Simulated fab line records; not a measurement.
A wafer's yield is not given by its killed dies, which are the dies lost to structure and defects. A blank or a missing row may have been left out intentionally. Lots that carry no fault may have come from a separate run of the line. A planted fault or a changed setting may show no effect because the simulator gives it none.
Matching of chambers || flow n5 finfet || 4 sister chambers for N5_BEOL_M13_ETCH_59 on rie diel-03
The step etches BARC in N2/H2, target depth 89 nm, overetch 26.7 nm, time 67.9 s. 14 wafers are shown with their chamber, then 7 later ones without.

## WAFERS WITH THEIR CHAMBER
{"wafer": "L075.1", "chamber": 0, "drypump motor current A (A)": 5.3, "throttle valve pct (%)": 17.70, "showerhead plenum p Torr (Torr)": 2.54}
{"wafer": "L075.2", "chamber": 3, "drypump motor current A (A)": 6.4, "throttle valve pct (%)": 17.97, "showerhead plenum p Torr (Torr)": 2.61}
{"wafer": "L075.4", "chamber": 1, "drypump motor current A (A)": 5.8, "throttle valve pct (%)": 17.57, "showerhead plenum p Torr (Torr)": 2.49}
{"wafer": "L076.2", "chamber": 2, "drypump motor current A (A)": 6.6, "throttle valve pct (%)": 18.00, "showerhead plenum p Torr (Torr)": 2.50}
{"wafer": "L076.3", "chamber": 0, "drypump motor current A (A)": 5.2, "throttle valve pct (%)": 17.73, "showerhead plenum p Torr (Torr)": 2.53}
{"wafer": "L076.4", "chamber": 0, "drypump motor current A (A)": 5.2, "throttle valve pct (%)": 17.74, "showerhead plenum p Torr (Torr)": 2.53}
{"wafer": "L079.3", "chamber": 2, "drypump motor current A (A)": 6.6, "throttle valve pct (%)": 18.00, "showerhead plenum p Torr (Torr)": 2.50}
{"wafer": "L079.4", "chamber": 0, "drypump motor current A (A)": 5.2, "throttle valve pct (%)": 17.72, "showerhead plenum p Torr (Torr)": 2.53}
{"wafer": "L079.6", "chamber": 3, "drypump motor current A (A)": 6.5, "throttle valve pct (%)": 18.00, "showerhead plenum p Torr (Torr)": 2.61}
{"wafer": "L078.1", "chamber": 0, "drypump motor current A (A)": 5.2, "throttle valve pct (%)": 17.73, "showerhead plenum p Torr (Torr)": 2.53}
{"wafer": "L078.4", "chamber": 0, "drypump motor current A (A)": 5.2, "throttle valve pct (%)": 17.73, "showerhead plenum p Torr (Torr)": 2.53}
{"wafer": "L078.5", "chamber": 1, "drypump motor current A (A)": 5.8, "throttle valve pct (%)": 17.59, "showerhead plenum p Torr (Torr)": 2.48}
{"wafer": "L086.2", "chamber": 0, "drypump motor current A (A)": 5.2, "throttle valve pct (%)": 17.76, "showerhead plenum p Torr (Torr)": 2.53}
{"wafer": "L086.5", "chamber": 3, "drypump motor current A (A)": 6.4, "throttle valve pct (%)": 18.01, "showerhead plenum p Torr (Torr)": 2.60}

SIGNATURES, as means of the wafers listed above
{"reading": "drypump motor current A", "chamber 0": 5.214, "chamber 1": 5.800, "chamber 2": 6.600, "chamber 3": 6.433, "scatter within a chamber": 0.039}
{"reading": "throttle valve pct", "chamber 0": 17.7300, "chamber 1": 17.5800, "chamber 2": 18.0000, "chamber 3": 17.9933, "scatter within a chamber": 0.0175}
{"reading": "showerhead plenum p Torr", "chamber 0": 2.5314, "chamber 1": 2.4850, "chamber 2": 2.5000, "chamber 3": 2.6067, "scatter within a chamber": 0.0045}
Rule: for a wafer and a chamber, the distance is found by dividing, reading by reading, the gap between the wafer's reading and the chamber's mean by the reading's scatter, squaring, summing and taking the root. If the next closest chamber is less than 2 further off than the closest, the wafer can't be placed; otherwise it belongs to the closest. The scatter: take each reading less its chamber's mean, square it, sum over the shown wafers, divide by the number of wafers less the number of chambers, and take the root.

## WAFERS MISSING THEIR CHAMBER
{"wafer": "L086.6", "drypump motor current A (A)": 5.2, "throttle valve pct (%)": 17.75, "showerhead plenum p Torr (Torr)": 2.52}
{"wafer": "L093.1", "drypump motor current A (A)": 6.5, "throttle valve pct (%)": 17.63, "showerhead plenum p Torr (Torr)": 2.59}
{"wafer": "L093.5", "drypump motor current A (A)": 6.6, "throttle valve pct (%)": 17.70, "showerhead plenum p Torr (Torr)": 2.49}
{"wafer": "L093.6", "drypump motor current A (A)": 6.4, "throttle valve pct (%)": 17.63, "showerhead plenum p Torr (Torr)": 2.59}
{"wafer": "L096.4", "drypump motor current A (A)": 5.3, "throttle valve pct (%)": 17.79, "showerhead plenum p Torr (Torr)": 2.52}
{"wafer": "L096.5", "drypump motor current A (A)": 6.4, "throttle valve pct (%)": 17.64, "showerhead plenum p Torr (Torr)": 2.59}
{"wafer": "L096.6", "drypump motor current A (A)": 6.6, "throttle valve pct (%)": 17.70, "showerhead plenum p Torr (Torr)": 2.49}

## EACH ONE'S CHAMBER
{"wafer": "L086.6", "from the rows above": 0, "in truth": 0}
{"wafer": "L093.1", "from the rows above": 3, "in truth": 3}
{"wafer": "L093.5", "from the rows above": 2, "in truth": 2}
{"wafer": "L093.6", "from the rows above": 3, "in truth": 3}
{"wafer": "L096.4", "from the rows above": 0, "in truth": 0}
{"wafer": "L096.5", "from the rows above": 3, "in truth": 3}
{"wafer": "L096.6", "from the rows above": 2, "in truth": 2}
Correct placement for 7 of the 7. Left unplaced by these rows: 0. Placed wrongly: 0.
